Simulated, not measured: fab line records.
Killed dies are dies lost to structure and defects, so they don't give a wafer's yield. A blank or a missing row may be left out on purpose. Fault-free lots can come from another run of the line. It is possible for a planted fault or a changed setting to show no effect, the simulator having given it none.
fab line records | flow n5_finfet
[record] lots = 10 | wafers = 28 | last_day = 19
route steps=1938 shown MOL_CONTACT_COAG@616 BEOL_M0_SAQP@639 BEOL_M4@1111
lots that met no fault: taken from a fault-free run of the same line
start_h: the number of hours between the record's first day and the start of the first shown wafer of the lot | wait_h: time in hours since the lot's previous step | " the same as in the row above | L1.1+2: a single row standing in for several wafers | - value missing, or start not given | * or withheld: withheld | < > ~ a bound
route shown NAME@n: a module of which the file shows steps, and the number in the route of the first | usual: mean/standard deviation of fault-free wafers | same: alike in all rows | chamber/n: place in a boat | sites: each site's reading | _std_site: standard deviation of those values | _edge_site: inner sites' mean taken away from outer sites' mean | radius_mm: how far each site lies from the wafer's centre | mask NAME#n: copy n | behind: the last tool/chamber to shape the wafer | hold: cause of the lot's hold/its duration in hours/its outcome | device: names the non-switching transistor (n, p or np) | end of line: the tests these same wafers got at the end of their route | a step without rows: its recipe alone | killed: the dies lost at the first sort to structure and to defects; this is not the yield of the wafer | map: the dies of a wafer, with x for killed, . for not killed, _ for no die there
set.NAME: setting as actually run; set.NAME@STEP: the setting as run at that earlier step | model.NAME: the simulator's own value behind a step, which no gauge read
a sample of lots followed through the steps of the route, with each step as a table and each wafer as a row
services: a tool's chamber out of use, with start hour (start_h, from the record's first day; less than 0 if before it), hours out, and reason
[[steps]]
[step N5_MOL_CONTACT_COAG_ETCH_124]
[recipe] chemistry = CH3F/O2 | target = SiNx | target_depth_a = 65 | mask_material = SOC | stop_on = SiOC | over_etch_frac = 0.3 | ion_energy_ev = 120 | pressure_mtorr = 30 | source_w = 395 | bias_w = 73 | Ar_flow_sccm = 150 | CH3F_flow_sccm = 30 | O2_flow_sccm = 20 | ends = end_point
[usual] drypump_motor_current_A = 5.5/0.36 | oes_product_au = 0.70/0.071 | rf_vpp_V = 296/5.6 | showerhead_plenum_p_Torr = 2.01/0.082 | throttle_valve_pct = 16.26/0.22
[same] over_etch_frac = 0.3
lot.wafer | tool        | chamber | start_h | wait_h | drypump_motor_current_A | oes_product_au | rf_hours_counter_h | rf_vpp_V | showerhead_plenum_p_Torr | throttle_valve_pct
L691.1    | rie_diel-04 | 3       | 110.47  | 0.0    | 5.9                     | 0.59           | 245                | 288      | 1.88                     | 16.68
L691.2    | "           | 0       | "       | "      | 5.1                     | 0.59           | 240                | 297      | 1.98                     | 16.69
L691.6    | "           | 0       | "       | "      | 5.1                     | 0.59           | -                  | 296      | 1.98                     | 16.70
L693.1    | rie_diel-03 | 3       | 118.38  | 0.0    | 5.5                     | 0.70           | 71                 | 292      | 2.10                     | 16.06
L693.5    | "           | 0       | "       | "      | 5.4                     | 0.68           | -                  | 307      | 1.93                     | 16.31
L695.1    | rie_diel-03 | 2       | 134.45  | 0.0    | 5.6                     | 0.66           | 108                | 293      | 1.93                     | 16.40
L695.4    | "           | 3       | "       | "      | 5.5                     | 0.69           | 76                 | 292      | 2.10                     | 16.08
L695.6    | "           | 1       | "       | "      | 5.3                     | 0.78           | -                  | 296      | 2.14                     | 15.92
L698.2    | rie_diel-03 | 3       | 148.97  | 0.0    | 5.4                     | 0.69           | 81                 | 291      | 2.10                     | 16.09
L698.4    | "           | 2       | "       | "      | 5.5                     | 0.64           | 114                | 293      | 1.93                     | 16.40
L698.5    | "           | 1       | "       | "      | 5.4                     | 0.76           | -                  | 298      | 2.14                     | 15.93
L702.1    | rie_diel-01 | 0       | 171.30  | 0.0    | 5.5                     | 0.77           | 11                 | 300      | 1.97                     | 16.20
L702.2    | "           | 3       | "       | "      | 4.9                     | 0.78           | 28                 | 295      | 2.04                     | 16.04
L702.4    | "           | 0       | "       | "      | 5.5                     | 0.78           | -                  | 302      | 1.97                     | 16.17
L703.1    | rie_diel-03 | 1       | 178.15  | 0.0    | 5.3                     | 0.76           | 35                 | 297      | 2.14                     | 15.95
L703.5    | "           | 0       | "       | "      | 5.3                     | 0.66           | -                  | 308      | 1.93                     | 16.32
L703.6    | "           | 1       | "       | "      | 5.3                     | 0.76           | -                  | 297      | 2.14                     | 15.95
L704.2    | rie_diel-03 | 2       | 187.97  | 0.0    | 5.5                     | 0.64           | 125                | 292      | 1.93                     | 16.45
L704.3    | "           | 3       | "       | "      | 5.5                     | 0.68           | 93                 | 291      | 2.10                     | 16.10
L704.5    | "           | 2       | "       | "      | 5.5                     | 0.64           | -                  | 292      | 1.93                     | 16.43
L707.2    | rie_diel-04 | 1       | 203.53  | 0.0    | 6.5                     | 0.73           | 60                 | 301      | 1.96                     | 16.57
L707.4    | "           | 1       | "       | "      | 6.5                     | 0.73           | -                  | 299      | 1.96                     | 16.54
L710.1    | rie_diel-04 | 0       | 219.04  | 0.0    | 5.1                     | 0.82           | 0                  | 297      | 1.97                     | 16.26
L710.2    | "           | 3       | "       | "      | 5.8                     | 0.77           | 22                 | 290      | 2.12                     | 16.30
L710.3    | "           | 2       | "       | "      | 5.4                     | 0.68           | 107                | 296      | 2.02                     | 16.05
L713.1    | rie_diel-03 | 3       | 240.57  | 0.0    | 5.5                     | 0.66           | 108                | 291      | 2.09                     | 16.14
L713.3    | "           | 0       | "       | "      | 5.4                     | 0.65           | 150                | 307      | 1.92                     | 16.34
L713.5    | "           | 0       | "       | "      | 5.3                     | 0.64           | -                  | 307      | 1.92                     | 16.34
[step N5_MOL_CONTACT_COAG_CD_MEAS_101]
[recipe] target_cd_nm = 16
[usual] cd_nm = 16.0/0.32
lot.wafer | tool      | chamber | start_h | wait_h | cd_nm
L691.1    | cd_sem-01 | -       | 110.79  | 0.0    | 16.1
L691.2    | "         | -       | "       | "      | 16.3
L691.6    | "         | -       | "       | "      | 16.2
L693.1    | cd_sem-02 | -       | 118.70  | 0.0    | 16.3
L693.5    | "         | -       | "       | "      | 16.4
L695.1    | cd_sem-01 | -       | 134.78  | 0.0    | 15.8
L695.4    | "         | -       | "       | "      | 16.2
L695.6    | "         | -       | "       | "      | 16.1
L698.2    | cd_sem-02 | -       | 149.30  | 0.0    | 15.6
L698.4    | "         | -       | "       | "      | 16.0
L698.5    | "         | -       | "       | "      | 16.4
L702.1    | cd_sem-03 | -       | 171.62  | 0.0    | 15.9
L702.2    | "         | -       | "       | "      | 16.2
L702.4    | "         | -       | "       | "      | 16.3
L703.1    | cd_sem-01 | -       | 178.48  | 0.0    | 16.0
L703.5    | "         | -       | "       | "      | 15.8
L703.6    | "         | -       | "       | "      | 16.2
L704.2    | cd_sem-01 | -       | 188.30  | 0.0    | 15.9
L704.3    | "         | -       | "       | "      | 15.5
L704.5    | "         | -       | "       | "      | 16.0
L707.2    | cd_sem-02 | -       | 203.85  | 0.0    | 16.1
L707.4    | "         | -       | "       | "      | 16.2
L710.1    | cd_sem-01 | -       | 219.36  | 0.0    | 16.3
L710.2    | "         | -       | "       | "      | 16.2
L710.3    | "         | -       | "       | "      | 16.0
L713.1    | cd_sem-01 | -       | 240.94  | 0.0    | 16.2
L713.3    | "         | -       | "       | "      | 15.8
L713.5    | "         | -       | "       | "      | 15.8
[step N5_BEOL_M0_SAQP_THK_MEAS_05]
[usual] thk_nm = 60.0/0.74
lot.wafer | tool          | chamber | start_h | wait_h | thk_nm
L691.1    | film_metro-01 | -       | 117.29  | 0.1    | 59.7
L691.2    | "             | -       | "       | "      | 59.9
L691.6    | "             | -       | "       | "      | 60.9
L693.1    | film_metro-01 | -       | 123.72  | 0.1    | 59.7
L693.5    | "             | -       | "       | "      | 59.6
L695.1    | film_metro-01 | -       | 139.87  | 0.1    | 60.4
L695.4    | "             | -       | "       | "      | 61.0
L695.6    | "             | -       | "       | "      | 61.3
L698.2    | film_metro-02 | -       | 155.48  | 0.1    | 58.8
L698.4    | "             | -       | "       | "      | 60.3
L698.5    | "             | -       | "       | "      | 60.2
L702.1    | film_metro-01 | -       | 179.06  | 0.1    | 59.2
L702.2    | "             | -       | "       | "      | 59.2
L702.4    | "             | -       | "       | "      | 59.3
L703.1    | film_metro-02 | -       | 184.84  | 0.1    | 59.6
L703.5    | "             | -       | "       | "      | 60.0
L703.6    | "             | -       | "       | "      | 60.6
L704.2    | film_metro-02 | -       | 192.88  | 0.1    | 60.5
L704.3    | "             | -       | "       | "      | 60.4
L704.5    | "             | -       | "       | "      | 60.9
L707.2    | film_metro-02 | -       | 210.37  | 0.1    | 59.8
L707.4    | "             | -       | "       | "      | 60.8
L710.1    | film_metro-02 | -       | 226.95  | 0.1    | 60.5
L710.2    | "             | -       | "       | "      | 59.8
L710.3    | "             | -       | "       | "      | 60.5
L713.1    | film_metro-01 | -       | 249.41  | 0.1    | 59.0
L713.3    | "             | -       | "       | "      | 60.4
L713.5    | "             | -       | "       | "      | 60.6
[step N5_BEOL_M0_SAQP_EXPOSE_11]
[recipe] mask_id = M0_CORE | na = 1.35 | source_shape = dipole | sigma_inner = 0.538 | sigma_outer = 0.738 | polarization = te | target_cd_nm = 42 | dose_mj = 55
[usual] exposure_dose_mJ_cm2 = 55.05/0.2 | reticle_temp_C = 22.98/0.093 | stage_vel_mm_s = 499.97/0.25
lot.wafer | tool            | chamber | start_h | wait_h | mask      | exposure_dose_mJ_cm2 | reticle_temp_C | stage_vel_mm_s
L691.1    | arfi_scanner-03 | 0       | 117.65  | -      | M0_CORE#0 | 54.96                | 22.99          | 500.05
L691.2    | "               | 0       | "       | "      | M0_CORE#0 | 54.98                | 23.11          | 500.00
L691.6    | "               | 0       | "       | "      | M0_CORE#0 | 55.02                | 23.08          | 499.96
L693.1    | arfi_scanner-01 | 0       | 124.08  | -      | M0_CORE#0 | 54.97                | 22.89          | 499.81
L693.5    | "               | 0       | "       | "      | M0_CORE#0 | 55.02                | 23.01          | 500.21
L695.1    | arfi_scanner-01 | 0       | 140.10  | -      | M0_CORE#0 | 54.86                | 22.97          | 500.11
L695.4    | "               | 0       | "       | "      | M0_CORE#0 | 55.00                | 22.85          | 499.81
L695.6    | "               | 0       | "       | "      | M0_CORE#0 | 54.89                | 22.96          | 499.98
L698.2    | arfi_scanner-03 | 0       | 155.72  | -      | M0_CORE#0 | 54.89                | 23.12          | 499.82
L698.4    | "               | 0       | "       | "      | M0_CORE#0 | 54.91                | 23.13          | 500.16
L698.5    | "               | 0       | "       | "      | M0_CORE#0 | 54.89                | 23.07          | 499.42
L702.1    | arfi_scanner-03 | 0       | 179.42  | -      | M0_CORE#0 | 53.82                | 22.96          | 500.08
L702.2    | "               | 0       | "       | "      | M0_CORE#0 | 53.85                | 23.01          | 500.43
L702.4    | "               | 0       | "       | "      | M0_CORE#0 | 53.93                | 22.97          | 500.25
L703.1    | arfi_scanner-03 | 0       | 185.07  | -      | M0_CORE#0 | 54.05                | 23.07          | 499.83
L703.5    | "               | 0       | "       | "      | M0_CORE#0 | 54.08                | 22.95          | 500.12
L703.6    | "               | 0       | "       | "      | M0_CORE#0 | 54.00                | 23.07          | 499.84
L704.2    | arfi_scanner-01 | 0       | 193.24  | -      | M0_CORE#0 | 54.99                | 22.89          | 499.50
L704.3    | "               | 0       | "       | "      | M0_CORE#0 | 55.08                | 23.02          | 499.85
L704.5    | "               | 0       | "       | "      | M0_CORE#0 | 54.95                | 23.02          | 499.79
L707.2    | arfi_scanner-01 | 0       | 210.73  | -      | M0_CORE#0 | 54.98                | 23.00          | 500.37
L707.4    | "               | 0       | "       | "      | M0_CORE#0 | 54.91                | 23.14          | 500.18
L710.1    | arfi_scanner-02 | 0       | 227.30  | -      | M0_CORE#0 | 54.89                | 22.87          | 499.86
L710.2    | "               | 0       | "       | "      | M0_CORE#0 | 54.92                | 22.92          | 499.85
L710.3    | "               | 0       | "       | "      | M0_CORE#0 | 54.83                | 22.87          | 500.00
L713.1    | arfi_scanner-01 | 0       | 249.77  | -      | M0_CORE#0 | 54.97                | 22.88          | 500.04
L713.3    | "               | 0       | "       | "      | M0_CORE#0 | 54.96                | 23.05          | 499.92
L713.5    | "               | 0       | "       | "      | M0_CORE#0 | 54.97                | 23.19          | 499.86
[step N5_BEOL_M4_RC_MEAS_101]
[usual] DIBL_N = 36.5/1.9 | DIBL_P = 36.4/2.2 | IOFF_N = 0.17/0.034 | IOFF_P = 0.21/0.036 | ION_N = 678/12 | ION_P = 462/7.1 | SS_N = 71.7/0.61 | SS_P = 73.4/0.71 | VT_N = 249/3.5 | VT_P = -251/3
lot.wafer | tool      | chamber | start_h | wait_h | DIBL_N[mV/V] | DIBL_P[mV/V] | IOFF_N[nA/um] | IOFF_P[nA/um] | ION_N[uA/um] | ION_P[uA/um] | SS_N[mV/dec] | SS_P[mV/dec] | VT_N[mV] | VT_P[mV]
L691.1    | prober-02 | 0       | 185.35  | 0.0    | 37.6         | 37.9         | 0.16          | 0.23          | 671          | 455          | 71.6         | 73.9         | 248      | -250
L691.2    | "         | 0       | "       | "      | 40.3         | 40.5         | 0.23          | 0.27          | 691          | 471          | 71.8         | 75.4         | 243      | -247
L691.6    | "         | 0       | "       | "      | 36.1         | 35.1         | 0.15          | 0.18          | 666          | 453          | 70.9         | 73.0         | 251      | -253
L693.1    | prober-01 | 0       | 208.65  | 0.0    | 32.0         | 31.3         | 0.11          | 0.16          | 660          | 462          | 70.6         | 72.4         | 256      | -253
L693.5    | "         | 0       | "       | "      | 36.2         | 37.0         | 0.19          | 0.25          | 694          | 475          | 71.7         | 73.5         | 246      | -248
L695.1    | prober-02 | 0       | 209.41  | 0.0    | 38.1         | 38.5         | 0.20          | 0.25          | 687          | 464          | 71.9         | 73.6         | 246      | -249
L695.4    | "         | 0       | "       | "      | 35.4         | 33.8         | 0.14          | 0.18          | 670          | 456          | 71.4         | 72.7         | 251      | -252
L695.6    | "         | 0       | "       | "      | 39.0         | 39.9         | 0.22          | 0.28          | 688          | 473          | 72.3         | 74.6         | 245      | -248
L698.2    | prober-01 | 0       | 237.59  | 0.2    | 36.3         | 34.0         | 0.13          | 0.17          | 664          | 456          | 70.8         | 72.6         | 253      | -258
L698.4    | "         | 0       | "       | "      | 36.0         | 33.9         | 0.13          | 0.16          | 671          | 453          | 70.9         | 73.0         | 252      | -255
L698.5    | "         | 0       | "       | "      | 35.0         | 32.9         | 0.12          | 0.16          | 658          | 458          | 71.3         | 72.2         | 256      | -256
L702.1    | prober-01 | 0       | 276.51  | 0.0    | 38.7         | 36.9         | 0.17          | 0.20          | 686          | 460          | 71.9         | 73.5         | 248      | -252
L702.2    | "         | 0       | "       | "      | 37.4         | 35.4         | 0.15          | 0.18          | 657          | 455          | 71.2         | 73.8         | 254      | -254
L702.4    | "         | 0       | "       | "      | 39.8         | 39.0         | 0.20          | 0.24          | 690          | 466          | 72.5         | 74.3         | 249      | -252
L704.2    | prober-02 | 0       | 282.68  | 0.2    | 39.9         | 40.4         | 0.25          | 0.28          | 707          | 470          | 72.9         | 75.2         | 245      | -248
L704.3    | "         | 0       | "       | "      | 35.5         | 34.8         | 0.16          | 0.19          | 663          | 453          | 71.0         | 73.6         | 251      | -251
L704.5    | "         | 0       | "       | "      | 37.2         | 36.8         | 0.18          | 0.23          | 674          | 462          | 72.1         | 74.4         | 249      | -249
L703.1    | prober-01 | 0       | 289.49  | 0.0    | 37.5         | 36.2         | 0.16          | 0.18          | 668          | 446          | 72.7         | 73.4         | 253      | -259
L703.5    | "         | 0       | "       | "      | 38.6         | 39.0         | 0.19          | 0.22          | 682          | 451          | 71.7         | 73.4         | 247      | -252
L703.6    | "         | 0       | "       | "      | 37.2         | 37.2         | 0.16          | 0.19          | 672          | 452          | 72.5         | 73.2         | 254      | -253
L707.2    | prober-01 | 0       | 299.99  | 0.2    | 36.4         | 37.1         | 0.16          | 0.21          | 674          | 459          | 71.1         | 73.2         | 250      | -251
L707.4    | "         | 0       | "       | "      | 36.3         | 36.7         | 0.17          | 0.21          | 700          | 474          | 71.9         | 73.1         | 247      | -251
L710.1    | prober-01 | 0       | 318.58  | 0.0    | 38.7         | 38.4         | 0.20          | 0.27          | 687          | 466          | 72.4         | 74.0         | 247      | -246
L710.2    | "         | 0       | "       | "      | 36.4         | 35.0         | 0.16          | 0.21          | 684          | 465          | 71.9         | 73.6         | 249      | -250
L710.3    | "         | 0       | "       | "      | 35.9         | 34.8         | 0.14          | 0.20          | 678          | 468          | 71.1         | 73.4         | 252      | -253
L713.1    | prober-01 | 0       | 347.71  | 0.0    | 36.4         | 35.3         | 0.16          | 0.21          | 669          | 459          | 71.8         | 73.7         | 250      | -250
L713.3    | "         | 0       | "       | "      | 34.1         | 32.6         | 0.13          | 0.17          | 673          | 464          | 71.4         | 72.4         | 253      | -253
L713.5    | "         | 0       | "       | "      | 34.1         | 32.6         | 0.13          | 0.18          | 676          | 466          | 71.1         | 73.0         | 251      | -252
[[services]]
tool            | chamber | start_h | hours | kind
arfi_scanner-03 | -       | 86.93   | 6.0   | pm
rie_diel-01     | 2       | 88.49   | 2.0   | repair
rie_diel-03     | -       | 111.08  | 2.8   | pm
arfi_scanner-03 | -       | 120.78  | 1.0   | pm
arfi_scanner-02 | -       | 133.02  | 4.9   | pm
arfi_scanner-03 | -       | 137.63  | 0.8   | pm
rie_diel-03     | 1       | 141.39  | 6.8   | repair
arfi_scanner-02 | -       | 141.61  | 1.0   | pm
arfi_scanner-03 | -       | 147.43  | 1.3   | pm
rie_diel-03     | 0       | 149.41  | 9.5   | repair
arfi_scanner-01 | -       | 150.07  | 3.1   | pm
arfi_scanner-01 | -       | 158.02  | 1.3   | pm
rie_diel-04     | 2       | 165.85  | 1.5   | repair
arfi_scanner-03 | -       | 169.23  | 1.0   | pm
rie_diel-04     | 0       | 170.71  | 17.3  | repair
arfi_scanner-01 | -       | 170.94  | 1.0   | pm
rie_diel-01     | 3       | 183.63  | 4.1   | repair
arfi_scanner-02 | -       | 192.38  | 1.1   | repair
arfi_scanner-01 | -       | 203.01  | 0.8   | pm
arfi_scanner-02 | -       | 209.90  | 5.9   | repair
arfi_scanner-03 | -       | 210.74  | 1.6   | repair
arfi_scanner-01 | -       | 233.46  | 6.1   | repair
arfi_scanner-01 | -       | 241.71  | 0.7   | repair
arfi_scanner-01 | -       | 245.05  | 1.0   | pm
[[key]]
[first_sign] step = N5_BEOL_M0_SAQP_EXPOSE_11 | reading = exposure_dose_mJ_cm2 | direction = down | sigmas = 5.6 | usual = 55.05 | struck = 53.95
effect none on later readings
met_at N5_BEOL_M0_SAQP_EXPOSE_11
struck_lots L702,L703
[loop_trim] step = N5_BEOL_M0_SAQP_EXPOSE_11 | setting = dose | lots = L703
not_acting_at N5_MOL_CONTACT_COAG_ETCH_124,N5_MOL_CONTACT_COAG_CD_MEAS_101,N5_BEOL_M0_SAQP_THK_MEAS_05
onset_between 155.72 179.42
[fault] kind = process_parameter_drift | tool = arfi_scanner-03 | chamber = - | onset_h = 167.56 | steps = N5_BEOL_M0_SAQP_EXPOSE_11 | channel = dose_mj | offset = -1.1348 | shape = step | acts_in = these_recipes_only | stated = 55
// loop_trim: a control loop set the setting to another value than it would have without faults
